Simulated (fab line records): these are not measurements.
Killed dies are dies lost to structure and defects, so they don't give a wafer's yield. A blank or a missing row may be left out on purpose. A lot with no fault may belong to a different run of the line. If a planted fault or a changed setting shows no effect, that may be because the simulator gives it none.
Comparing a struck lot with a sound one -- flow nand_harc -- 14 steps out of a route of 1302
Sound: the wafers L782.3, L782.4, L782.6. Wafers struck: L784.2, L784.3, L784.4. At the end, the cause is stated.
Per side, at each step with rows, come the tool, then ch with its chambers, and then its first start. Under that, the readings that differ: sound wafers -- struck wafers -- difference of the means -- sigmas: that difference in standard deviations of wafers without a fault.
alike: same words and numbers on both sides, and readings whose means sit less than 2 such deviations apart. not compared: any withheld reading, any reading some wafer has no value for, any bound like >300 that may hide the same value, and any number with overlapping values for which the record gives no deviation.
The two part at a step that has a row with sigmas, a row that says differs or no value, or rows on one side only. When numbers do not overlap yet have no deviation, they are printed without sigmas and do not part them. A reading missing from all wafers of one side parts the sides only when that side holds two or more wafers.

first, 1 step without rows for these wafers: NHARC_A_CONTACT_STRIP_27 (strips in post etch residue remover, time 600 s).
NHARC_A_CONTACT_ALD_18: deposits TiN, target thk 3 nm, pulse time 1 s, ald cycles 150.
  sound on ald_metal-01 ch 0,3, day 29 02:24; struck on ald_metal-02 ch 1,2,3, day 30 20:36
  alike: heater_power_w, precursor_pulse_height_rel
NHARC_A_CONTACT_CVD_19: deposits W, target thk 300 nm, time 802 s.
  sound on cvd_w-02 ch 0,1; struck on cvd_w-01 ch 0,1
  alike: heater_power_w, mfc_ar_sccm, throttle_valve_pct
NHARC_A_CONTACT_CMP_20: polishes, t overpolish 30 s, target thk 300 nm.
  sound on cmp-02 ch 0,1,2, day 29 03:32; struck on cmp-02 ch 0,2,3, day 30 21:40
  alike: motor_current_A, overpolish_run_s, slurry_filter_dp_kPa, time_to_endpoint_s
next, for these wafers, 1 step has no rows: NHARC_A_CONTACT_SRD_22.
NHARC_A_CONTACT_INSPECT_23:
  sound on defect_inspect-02 at day 29 03:56; struck on defect_inspect-01 at day 30 22:04
  alike: raw_defect_count
then, 5 steps without rows for these wafers: NHARC_A_BLC_DEHYDRATE_00 (time 120 s); NHARC_A_BLC_HMDS_01 (time 30 s); NHARC_A_BLC_COAT_02 (time 75 s); NHARC_A_BLC_COAT_03 (time 65 s); NHARC_A_BLC_COAT_04 (resist thk 90 nm).
NHARC_A_BLC_SOFTBAKE_05: time 55 s.
  sound on litho_track-04 ch 0, day 29 03:00; struck on litho_track-04 ch 0, day 30 22:00
reading,sound,struck,difference,sigmas
heater_power_total_W (W),188.36 188.71 188.44,175.35 175.65 175.26,-13.08,-93
then, 2 steps without rows for these wafers: NHARC_A_BLC_EBR_06; NHARC_END_SORT_01.

WHERE THEY PART
At NHARC_A_BLC_SOFTBAKE_05 and nowhere else, as far as this record goes.

WHY: whatever the simulator had introduced
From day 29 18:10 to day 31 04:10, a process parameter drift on litho_track-04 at NHARC_A_BLC_SOFTBAKE_05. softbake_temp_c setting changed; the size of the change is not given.
